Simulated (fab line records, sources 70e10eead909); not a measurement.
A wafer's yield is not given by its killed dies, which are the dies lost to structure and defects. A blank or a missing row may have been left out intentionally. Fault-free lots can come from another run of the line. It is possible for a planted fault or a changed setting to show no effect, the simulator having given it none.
fab line records    flow nandHarc
record: lots: 13  wafers: 35  lastDay: 25
route steps=1159 shown P_CONTACT@233
lots that met no fault: from a run of the same line without faults
startH: the number of hours between the record's first day and the start of the first shown wafer of the lot    waitH: hours elapsed since this lot's preceding step    " unchanged from the row above    L1.1+2: a single row standing in for several wafers    - no value present, or no start provided    * or withheld: withheld    < > ~ a bound
route shown NAME@n: NAME is a module with steps in the file, n the number in the route of the first one    usual: mean/standard deviation of fault-free wafers    same: alike in all rows    chamber/n: place in a boat    sites: per-site readings    _std_site: standard deviation across them    _edge_site: mean of outer sites minus mean of inner sites    radiusMm: for every site, how far away it sits from the centre of the wafer    mask NAME#n: copy n    behind: the last tool/chamber to shape the wafer    hold: why the lot went on hold/how many hours it stayed there/how the hold came to an end    device: the transistor (n, p or np) that didn't switch    end of line: the route-end tests of the same wafers    a step without rows: its recipe alone    killed: at the first sort, the dies lost to defects and structure; wafer yield is something else    map: a wafer's dies, marking killed ones x, the rest . and places with no die _
set.NAME: the setting that was run; set.NAME@STEP: the one run at that earlier step    model.NAME: the simulator's own value behind a step, which no gauge read
one table for each step of the route and one row for each wafer, over a sample of lots
services: when a tool's chamber went out of use (startH, in hours from the record's first day, below 0 if earlier), for how many hours, and the reason
== steps ==
step: NHARC_P_CONTACT_OVL_MEAS_13
usual: overlayXNm: -0.4/0.83  overlayYNm: -0.3/0.97
lot.wafer  tool        chamber  startH  waitH  overlayXNm  overlayYNm
L874.1     overlay-02  -        110.36  -      1.5         -1.2
L874.3     "           -        "       "      1.4         -1.5
L874.6     "           -        "       "      0.9         -1.8
L877.1     overlay-02  -        129.35  -      0.4         -0.9
L877.3     "           -        "       "      0.2         -1.3
L877.4     "           -        "       "      0.0         -0.8
L880.1     overlay-01  -        155.20  -      -1.4        -0.2
L880.4     "           -        "       "      -1.6        0.5
L880.6     "           -        "       "      -1.3        0.2
L883.2     overlay-01  -        173.39  -      -0.8        -1.3
L884.6     overlay-01  -        174.16  -      -1.1        -0.8
L886.3     overlay-01  -        189.85  -      1.1         -1.8
L886.4     "           -        "       "      0.5         -2.2
L886.5     "           -        "       "      0.6         -2.2
L888.3     overlay-01  -        192.77  -      -1.3        -0.8
L888.5     "           -        "       "      -0.8        -1.3
L888.6     "           -        "       "      -0.4        -1.6
L891.1     overlay-01  -        221.64  -      0.0         -0.2
L891.3     "           -        "       "      0.5         -0.9
L891.6     "           -        "       "      0.3         -0.4
L892.2     overlay-02  -        231.83  -      0.0         0.0
L892.4     "           -        "       "      0.3         -0.1
L892.5     "           -        "       "      0.0         0.3
L893.1     overlay-02  -        231.98  -      -1.3        -1.5
L893.3     "           -        "       "      -2.2        -1.2
L893.5     "           -        "       "      -0.7        -1.5
L894.1     overlay-01  -        237.24  -      -1.2        1.1
L894.2     "           -        "       "      -1.8        0.8
L894.3     "           -        "       "      -1.3        1.1
L895.1     overlay-01  -        238.14  -      -1.1        0.8
L895.5     "           -        "       "      -1.6        -0.2
L895.6     "           -        "       "      -1.1        -0.1
L896.2     overlay-01  -        247.87  -      0.5         1.1
L896.3     "           -        "       "      0.9         1.8
L896.5     "           -        "       "      1.2         1.0
step: NHARC_P_CONTACT_DESCUM_17
recipe: timeS: 3  o2FlowSccm: 200  arFlowSccm: 0  biasPowerW: 0  chemistry: O2
usual: drypumpMotorCurrentA: 5.9/0.43  o2FlowSccm: 199.9/0.6  oesProductAu: 1.005/0.0086  rfVppV: 57.9/0.89  showerheadPlenumPTorr: 1.93/0.073  throttleValvePct: 11.312/0.0097
same: biasPowerW: 0
lot.wafer  tool        chamber  startH  waitH  drypumpMotorCurrentA  o2FlowSccm  oesProductAu  rfHoursCounterH  rfVppV  showerheadPlenumPTorr  throttleValvePct
L874.3     rieDiel-06  3        110.46  0.1    5.7                   200.8       1.007         18               57.2    1.98                   11.312
L874.1     "           0        "       "      6.3                   199.5       1.006         11               56.3    1.84                   11.311
L874.6     "           3        "       "      5.7                   200.2       1.014         -                57.7    1.97                   11.311
L877.3     rieDiel-12  3        129.44  0.1    5.7                   199.5       1.000         12               59.0    2.05                   11.303
L877.1     "           2        "       "      5.8                   200.7       1.015         11               56.1    1.94                   11.302
L877.4     "           2        "       "      5.7                   200.4       0.996         -                58.5    1.94                   11.297
L880.4     rieDiel-12  3        155.31  0.1    5.7                   199.8       1.012         16               58.9    2.05                   11.298
L880.1     "           1        "       "      4.8                   199.8       0.991         15               56.5    1.84                   11.302
L880.6     "           3        "       "      5.7                   199.8       1.009         -                57.3    2.05                   11.295
L883.2     rieDiel-12  1        173.50  0.1    4.8                   200.9       0.996         17               58.1    1.84                   11.326
L884.6     rieDiel-06  1        174.34  0.1    6.2                   200.4       0.997         -                57.9    1.91                   11.323
L886.3     rieDiel-08  1        189.96  0.1    6.3                   199.0       0.990         4                57.6    1.99                   11.308
L886.4     "           3        "       "      5.6                   200.0       1.012         4                55.8    1.84                   11.310
L886.5     "           1        "       "      6.3                   199.0       0.991         -                57.9    1.99                   11.295
L888.3     rieDiel-12  1        192.89  0.1    4.8                   199.9       1.017         18               58.1    1.84                   11.314
L888.6     "           2        "       "      5.8                   199.4       1.018         -                55.6    1.94                   11.330
L888.5     "           3        "       "      5.7                   200.3       1.007         -                59.1    2.05                   11.315
L891.1     rieDiel-12  0        221.75  0.1    6.3                   199.5       0.999         1                57.9    1.85                   11.317
L891.3     "           3        "       "      5.7                   199.0       1.012         0                58.6    2.05                   11.332
L891.6     "           3        "       "      5.7                   199.5       1.007         -                57.5    2.05                   11.308
L892.4     rieDiel-12  3        231.93  0.1    5.7                   199.6       1.015         2                58.5    2.05                   11.311
L892.2     "           1        "       "      4.8                   200.6       1.017         1                57.9    1.83                   11.294
L892.5     "           0        "       "      6.2                   199.9       1.005         -                55.9    1.85                   11.311
L893.3     rieDiel-08  1        232.09  0.1    6.3                   200.5       1.001         9                57.8    1.99                   11.308
L893.1     "           2        "       "      6.0                   200.9       1.000         9                55.7    2.02                   11.312
L893.5     "           0        "       "      5.9                   200.7       1.002         -                57.7    1.90                   11.308
L894.3     rieDiel-08  2        237.34  0.1    6.0                   199.8       1.022         10               57.3    2.02                   11.327
L894.1     "           0        "       "      5.9                   201.0       0.998         10               59.0    1.90                   11.310
L894.2     "           1        "       "      6.3                   200.3       0.994         9                57.6    1.99                   11.311
L895.1     rieDiel-08  1        238.26  0.1    6.3                   200.3       0.996         10               58.7    1.99                   11.305
L895.5     "           3        "       "      5.7                   200.1       0.996         -                57.8    1.84                   11.309
L895.6     "           0        "       "      5.9                   200.3       0.995         -                59.6    1.90                   11.313
L896.2     rieDiel-08  1        247.98  0.1    6.3                   199.8       1.004         11               57.5    1.99                   11.304
L896.3     "           3        "       "      5.6                   200.2       0.988         11               57.9    1.84                   11.303
L896.5     "           0        "       "      5.9                   200.4       1.002         -                57.9    1.90                   11.320
step: NHARC_P_CONTACT_ETCH_18
recipe: targetDepthA: 4810  timeS: 240.5  c4f8FlowSccm: 20  o2FlowSccm: 10  arFlowSccm: withheld  rfW: 600  biasW: 1500  chemistry: C4F8/O2/Ar
usual: oesProductAu: 0.967/0.018  rfVppV: 979/4.8
lot.wafer  tool        chamber  startH  waitH  oesProductAu  rfHoursCounterH  rfVppV
L874.1     rieDiel-06  2        -       -      0.940         19               981
L874.3     "           3        "       "      0.942         18               983
L874.6     "           2        "       "      0.959         -                981
L877.3     rieDiel-12  1        -       -      0.964         11               974
L877.1     "           2        "       "      0.973         12               980
L877.4     "           3        "       "      0.976         -                986
L880.4     rieDiel-12  2        -       -      0.968         16               980
L880.1     "           3        "       "      0.962         16               987
L880.6     "           3        "       "      0.970         -                986
L883.2     rieDiel-06  2        174.03  -      1.014         41               983
L884.6     rieDiel-06  3        -       -      0.985         -                981
L886.3     rieDiel-08  2        -       -      0.988         4                985
L886.4     "           3        "       "      0.986         5                974
L886.5     "           1        "       "      0.950         -                984
L888.3     rieDiel-12  1        -       -      0.989         18               973
L888.5     "           1        "       "      0.984         -                974
L888.6     "           2        "       "      0.961         -                979
L891.3     rieDiel-12  3        -       -      0.972         1                986
L891.1     "           2        "       "      0.953         1                981
L891.6     "           2        "       "      0.955         -                980
L892.4     rieDiel-12  2        -       -      0.976         2                979
L892.2     "           3        "       "      0.970         2                987
L892.5     "           0        "       "      0.960         -                975
L893.1     rieDiel-08  3        -       -      0.930         9                974
L893.3     "           0        "       "      0.921         9                978
L893.5     "           3        "       "      0.923         -                973
L894.3     rieDiel-08  3        -       -      0.967         10               974
L894.1     "           0        "       "      0.975         10               977
L894.2     "           2        "       "      0.970         10               985
L895.1     rieDiel-08  0        -       -      0.949         10               977
L895.6     "           1        "       "      0.942         -                984
L895.5     "           2        "       "      0.966         -                985
L896.3     rieDiel-08  1        -       -      0.961         11               983
L896.2     "           3        "       "      0.968         11               975
L896.5     "           1        "       "      0.961         -                983
step: NHARC_P_CONTACT_ETCH_31
recipe: targetDepthA: 300  timeS: 85.7  ionEnergyEv: 120  overEtchFrac: 1  ch3fFlowSccm: 50  o2FlowSccm: 30  arFlowSccm: 200  rfW: 500  biasW: 100  chemistry: CH3F/O2
usual: drypumpMotorCurrentA: 5.9/0.4  o2FlowSccm: 30.00/0.093  oesProductAu: 0.985/0.017  rfVppV: 244.6/1.5  showerheadPlenumPTorr: 2.48/0.088  throttleValvePct: 20.662/0.0086
lot.wafer  tool        chamber  startH  waitH  drypumpMotorCurrentA  o2FlowSccm  oesProductAu  rfHoursCounterH  rfVppV  showerheadPlenumPTorr  throttleValvePct
L874.1     rieDiel-06  1        111.37  -      6.2                   30.15       0.986         17               243.3   2.47                   20.662
L874.3     "           3        "       "      5.7                   29.93       0.988         18               246.4   2.53                   20.673
L874.6     "           0        "       "      6.3                   30.08       0.997         -                242.6   2.37                   20.650
L877.1     rieDiel-12  1        130.33  -      4.8                   29.93       0.989         11               243.5   2.36                   20.651
L877.3     "           2        "       "      5.8                   30.07       1.006         12               244.2   2.49                   20.666
L877.4     "           3        "       "      5.7                   29.91       1.004         -                245.3   2.63                   20.673
L880.4     rieDiel-12  3        156.04  -      5.7                   30.05       0.976         16               246.9   2.62                   20.668
L880.1     "           0        "       "      6.2                   29.93       0.987         12               242.4   2.39                   20.656
L880.6     "           3        "       "      5.8                   30.10       0.979         -                247.0   2.62                   20.646
L883.2     rieDiel-06  1        174.26  -      6.3                   30.01       0.914         41               244.2   2.46                   20.664
L884.6     rieDiel-06  0        175.08  -      6.3                   30.02       0.912         -                243.9   2.36                   20.657
L886.4     rieDiel-08  0        190.77  -      5.9                   29.85       0.983         4                244.1   2.45                   20.653
L886.3     "           1        "       "      6.3                   30.01       0.982         4                247.5   2.55                   20.667
L886.5     "           1        "       "      6.3                   30.03       0.969         -                246.3   2.55                   20.659
L888.3     rieDiel-08  0        193.75  0.1    6.0                   30.12       1.015         5                244.7   2.45                   20.666
L888.5     "           0        "       "      5.9                   30.07       1.014         -                244.6   2.45                   20.677
L888.6     "           1        "       "      6.3                   29.95       1.001         -                245.5   2.55                   20.667
L891.1     rieDiel-12  0        222.64  -      6.2                   30.08       0.982         1                242.6   2.38                   20.672
L891.3     "           2        "       "      5.7                   30.09       0.967         1                245.6   2.49                   20.662
L891.6     "           2        "       "      5.7                   30.13       0.984         -                242.9   2.49                   20.650
L892.4     rieDiel-12  1        232.76  -      4.8                   29.94       1.008         1                244.2   2.36                   20.678
L892.2     "           2        "       "      5.7                   29.91       0.987         2                244.7   2.49                   20.674
L892.5     "           1        "       "      4.8                   29.96       0.999         -                242.3   2.36                   20.665
L893.3     rieDiel-08  0        232.82  -      5.9                   30.00       0.986         9                245.3   2.44                   20.669
L893.1     "           1        "       "      6.3                   29.95       0.954         9                245.6   2.55                   20.662
L893.5     "           1        "       "      6.3                   29.99       0.952         -                245.8   2.55                   20.658
L894.3     rieDiel-08  2        238.09  -      5.9                   29.89       0.995         10               247.5   2.59                   20.664
L894.1     "           3        "       "      5.6                   30.06       0.985         10               243.2   2.37                   20.666
L894.2     "           0        "       "      5.9                   30.03       0.998         10               244.4   2.44                   20.649
L895.1     rieDiel-08  3        239.09  -      5.7                   29.93       0.970         10               244.6   2.37                   20.655
L895.6     "           0        "       "      5.9                   30.03       0.964         -                243.9   2.44                   20.668
L895.5     "           1        "       "      6.3                   30.00       0.966         -                245.2   2.55                   20.651
L896.2     rieDiel-08  0        248.72  -      5.9                   30.07       0.988         11               244.3   2.44                   20.680
L896.3     "           2        "       "      6.0                   30.01       0.994         11               247.0   2.59                   20.667
L896.5     "           3        "       "      5.6                   30.06       0.987         -                241.6   2.37                   20.660
== services ==
tool        chamber  startH  hours  kind
rieDiel-08  0        103.80  -      clean
rieDiel-08  1        103.80  -      clean
rieDiel-08  2        103.80  -      clean
rieDiel-08  3        103.80  -      clean
rieDiel-08  -        124.80  9.0    pm
rieDiel-08  0        124.80  9.0    ventCycle
rieDiel-08  1        124.80  12.7   ventCycle
rieDiel-08  2        124.80  9.0    ventCycle
rieDiel-08  3        124.80  9.0    ventCycle
rieDiel-12  0        125.13  24.1   repair
rieDiel-08  0        133.80  -      clean
rieDiel-08  2        133.80  -      clean
rieDiel-08  3        133.80  -      clean
rieDiel-08  0        158.30  -      clean
rieDiel-08  1        158.30  -      clean
rieDiel-08  2        158.30  -      clean
rieDiel-08  3        158.30  -      clean
rieDiel-08  0        182.80  -      clean
rieDiel-08  1        182.80  -      clean
rieDiel-08  2        182.80  -      clean
rieDiel-06  1        183.57  9.1    repair
rieDiel-12  -        202.41  9.0    pm
rieDiel-12  1        218.40  5.1    repair
rieDiel-06  -        241.20  9.0    pm
== key ==
firstSign: step: NHARC_P_CONTACT_ETCH_31  reading: oesProductAu  direction: down  sigmas: 4.3  usual: 0.985  struck: 0.913
effect none on later readings
metAt NHARC_P_CONTACT_ETCH_31
struckLots L883,L884
struckWafers L883.2,L884.6
testerLeftOut L883,L884
notActingAt NHARC_P_CONTACT_OVL_MEAS_13,NHARC_P_CONTACT_DESCUM_17,NHARC_P_CONTACT_ETCH_18
onsetBetween 111.37 174.26
fault: kind: processParameterDrift  tool: rieDiel-06  chamber: -  onsetH: 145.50  steps: NHARC_P_CONTACT_ETCH_31  channel: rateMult  offset: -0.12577  shape: step  endH: 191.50  scope: struckWafersOnly
testerLeftOut: of these lots the tester's yield and bins aren't shown, on N5 and GAA mostly nor the transistor test; their killed dies are dies lost to structure and defects alone, not to doping, threshold or leakage, so they don't give the yield
